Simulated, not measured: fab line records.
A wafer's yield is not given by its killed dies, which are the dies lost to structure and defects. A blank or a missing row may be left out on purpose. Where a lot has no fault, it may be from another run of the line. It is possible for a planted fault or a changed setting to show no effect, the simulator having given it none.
Comparing a struck lot with a sound one | flow nand_harc | 21 out of 1302 route steps
Sound: these wafers, L581.2, L581.4, L581.6. Struck: wafer L584.2 (left out: L584.5, L584.6 of the same lot, which were not struck); the cause appears at the end.
Each step with rows lists, per side, the tool, then ch with its chambers, then its first start. Under that, the readings that differ: sound wafers | struck wafers | difference of the means | sigmas: that difference in standard deviations of wafers without a fault.
alike: readings with means less than 2 such deviations apart, plus words and numbers identical on both sides. not compared: withheld readings, readings lacking a value on some wafer, bounds such as >300 that could conceal the same value, and numbers that have no deviation in the record and whose values overlap.
Wherever a step has rows on one side only, a row that says differs or no value, or a row with sigmas, the two part there. Non-overlapping numbers with no deviation appear without sigmas and do not part them. A reading that every wafer of one side lacks parts them only if that side has two wafers or more.

first, 2 steps without rows for these wafers: NHARC_P_GATE_PEB_89 (peb time 85 s); NHARC_P_GATE_DEVELOP_90 (time 70 s).
NHARC_P_GATE_CD_MEAS_91: the cd target is 2000 nm.
  sound on cd_sem-01 ch 0, day 8 11:51; struck on cd_sem-03 ch 0, day 9 23:41
  alike: cd_nm
then, 4 steps without rows for these wafers: NHARC_P_GATE_HARDBAKE_92 (time 80 s); NHARC_P_GATE_DESCUM_93 (chemistry O2, time 3 s); NHARC_P_GATE_IMPLANT_94; NHARC_P_GATE_STRIP_113 (strips in N2/H2, time 740 s).
NHARC_P_GATE_STRIP_95: strips in O2.
  sound on plasma_asher-01 ch 0,1, day 8 13:05; struck on plasma_asher-02 ch 1, day 10 00:56
  reading                     | sound       | struck | difference | sigmas
  drypump_motor_current_A (A) | 5.6 5.6 5.6 | 4.7    | -0.9       | -2
  alike: heater_power_w, temp_c
  not compared: rf_hours_counter_h
then, 1 step without rows for these wafers: NHARC_P_GATE_STRIP_96 (strips in SPM, time 900 s).
NHARC_P_GATE_RTA_64: time 1 s.
  sound on rtp_anneal-02 ch 0, day 8 13:41; struck on rtp_anneal-01 ch 0, day 10 01:31
  reading            | sound    | struck | difference | sigmas
  lamp_power_pct (%) | 39 39 39 | 31     | -8         | -2
  alike: wafer_temp_C_max
then, 1 step without rows for these wafers: NHARC_P_GATE_ETCH_77 (etches SiO2 in dHF, target depth 6 nm).
NHARC_P_GATE_DEGAS_109: time 60 s.
  sound on pvd_sputter-02 at day 8 13:58; struck on pvd_sputter-02 at day 10 01:49
  alike: heater_power_w
NHARC_P_GATE_PRE_CLEAN_110: time 30 s.
  sound on pvd_sputter-02 at day 8 14:01; struck on pvd_sputter-02 at day 10 01:53
then, 4 steps without rows for these wafers: NHARC_P_GATE_SPUTTER_78 (material Ni, target thk 10 nm); NHARC_P_GATE_SPUTTER_79 (material TiN, target thk 10 nm); NHARC_P_GATE_RTA_80 (time 30 s); NHARC_P_GATE_STRIP_67 (strips in SPM, time 600 s).
NHARC_P_GATE_RTA_82: time 30 s.
  sound on rtp_anneal-01 ch 0, day 8 14:45; struck on rtp_anneal-02 ch 0, day 10 02:37
  alike: lamp_power_pct, wafer_temp_C_max
NHARC_P_GATE_INSPECT_68:
  sound on defect_inspect-02 at day 8 14:55; struck on defect_inspect-01 at day 10 02:47
  reading          | sound       | struck | difference | sigmas
  raw_defect_count | 225 166 267 | 1159   | +940       | +13
NHARC_P_CONTACT_DEP_30: deposits SiNx, target thk 30 nm.
  sound on pecvd-04 ch 1,2, day 8 15:01; struck on pecvd-01 ch 1, day 10 02:55
  alike: heater_power_w
-- the record jumps here: 19 days lie between the struck wafers' starts before and after (it left off in module P_CONTACT and takes up again in module END, whose first step shown is number 1302 of the route) --
NHARC_END_SORT_01:
  the record has rows for the struck wafers here (prober-01 ch 0, day 29 05:32) and none for the sound ones

## WHERE THEY PART
First at NHARC_P_GATE_STRIP_95; last, within this record, at NHARC_END_SORT_01.

WHY: what the simulator had put in
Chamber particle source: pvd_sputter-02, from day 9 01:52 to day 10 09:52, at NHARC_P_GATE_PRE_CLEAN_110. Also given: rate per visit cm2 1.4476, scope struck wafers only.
